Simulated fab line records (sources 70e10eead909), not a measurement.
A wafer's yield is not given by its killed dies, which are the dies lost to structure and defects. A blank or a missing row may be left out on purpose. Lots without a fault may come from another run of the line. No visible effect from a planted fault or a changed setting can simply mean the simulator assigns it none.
A struck lot beside a sound one ; flow nandHarc ; 15 out of 1159 route steps
Sound: wafers L265.3, L265.4, L265.6. The struck wafers were L277.3, L277.5, L277.6. At the end, the cause is stated.
Order at every step that has rows: each side's tool, ch and its chambers, its first start. Under that, the readings that differ: sound wafers ; struck wafers ; difference of the means ; sigmas: that difference in standard deviations of wafers without a fault.
alike: readings with means less than 2 such deviations apart, plus words and numbers identical on both sides. not compared: withheld readings, readings lacking a value on some wafer, bounds such as >300 that could conceal the same value, and numbers that have no deviation in the record and whose values overlap.
A row with sigmas, a row that says differs or no value, or rows on one side alone: a step with any of these is where the two part. Numbers that have no deviation but don't overlap get no sigmas and don't part them. A reading that every wafer of one side lacks parts them only if that side has two wafers or more.

NHARC_A_BLC_INSPECT_12:
  sound on defectInspect-01, day 18 00:49; struck on defectInspect-02, day 20 01:34
  alike: rawDefectCount
NHARC_A_BLC_DESCUM_15: chemistry O2, time 3 s.
  sound on rieDiel-03 ch 1,2,3, day 18 00:53; struck on rieDiel-03 ch 0,1,2, day 20 01:39
  alike: chamberPressureMTorr, drypumpMotorCurrentA, oesProductAu, rfVppV, showerheadPlenumPTorr, throttleValvePct
  not compared: rfHoursCounterH
NHARC_A_BLC_ETCH_16: etches the open film in CF4, target depth 39 nm, time 65 s.
  sound on rieDiel-03 ch 0,1,2, day 18 00:58; struck on rieDiel-03 ch 0,1, day 20 01:55
  alike: biasW, chamberPressureMTorr, drypumpMotorCurrentA, oesProductAu, rfVppV, showerheadPlenumPTorr, throttleValvePct
  not compared: rfHoursCounterH
then, 1 step without rows for these wafers: NHARC_A_BLC_ETCH_17 (etches the open film in N2/H2, target depth 390 nm, time 609.38 s).
NHARC_A_BLC_ETCH_18: etches the open film in C4F8/O2/Ar, target depth 910 nm.
  sound: rieDiel-03 ch 0,1,2; struck: rieDiel-03 ch 1,2
  alike: biasW, chamberPressureMTorr, oesProductAu, rfVppV
  not compared: rfHoursCounterH
NHARC_A_BLC_CD_MEAS_19:
  sound on cdSem-01, day 18 01:51; struck on cdSem-02, day 20 02:49
  alike: cdNm
then, 3 steps without rows for these wafers: NHARC_A_BLC_STRIP_29 (strips in CF4); NHARC_A_BLC_STRIP_21 (strips in O2); NHARC_A_BLC_STRIP_22 (strips in post etch residue remover, time 600 s).
NHARC_A_BLC_DEGAS_30: time 60 s.
  sound on pvdSputter-01, day 18 02:27; struck on pvdSputter-03, day 20 03:25
  alike: heaterPowerW
then, 2 steps without rows for these wafers: NHARC_A_BLC_PRE_CLEAN_31 (time 15 s); NHARC_A_BLC_PVD_32 (deposits Ti, target thk 5 nm, time 17.7 s).
NHARC_A_BLC_ALD_23: deposits TiN, target thk 3 nm, pulse time 1 s, ald cycles 150.
  sound on aldMetal-03 ch 1,3, day 18 02:41; struck on aldMetal-02 ch 1,2,3, day 20 03:44
  no value came back on the struck wafers for aldCycles, heaterPowerOuterW (W), heaterPowerW (W), precursorPulseHeightRel; on the sound wafers aldCycles reads 150 150 150
NHARC_A_BLC_CVD_24: deposits W, target thk 150 nm, time 434 s.
  sound: cvdW-01 ch 0,1; struck: cvdW-01 ch 0,1
  alike: heaterPowerW, throttleValvePct
NHARC_END_SORT_01:
  sound on prober-02 ch 0, day 20 15:41; struck on prober-01 ch 0, day 21 23:30
reading;sound;struck;difference;sigmas
killedAtArray;31 25 32;674 674 676;+645;+65
killedDies;33 27 36;677 677 677;+645;+64
  alike: killedAtOther, killedAtPeriphery, killedOpen, killedShort

## WHERE THEY PART
At NHARC_A_BLC_ALD_23 first; at NHARC_END_SORT_01 last (within this record only).

WHY: the cause the simulator had injected
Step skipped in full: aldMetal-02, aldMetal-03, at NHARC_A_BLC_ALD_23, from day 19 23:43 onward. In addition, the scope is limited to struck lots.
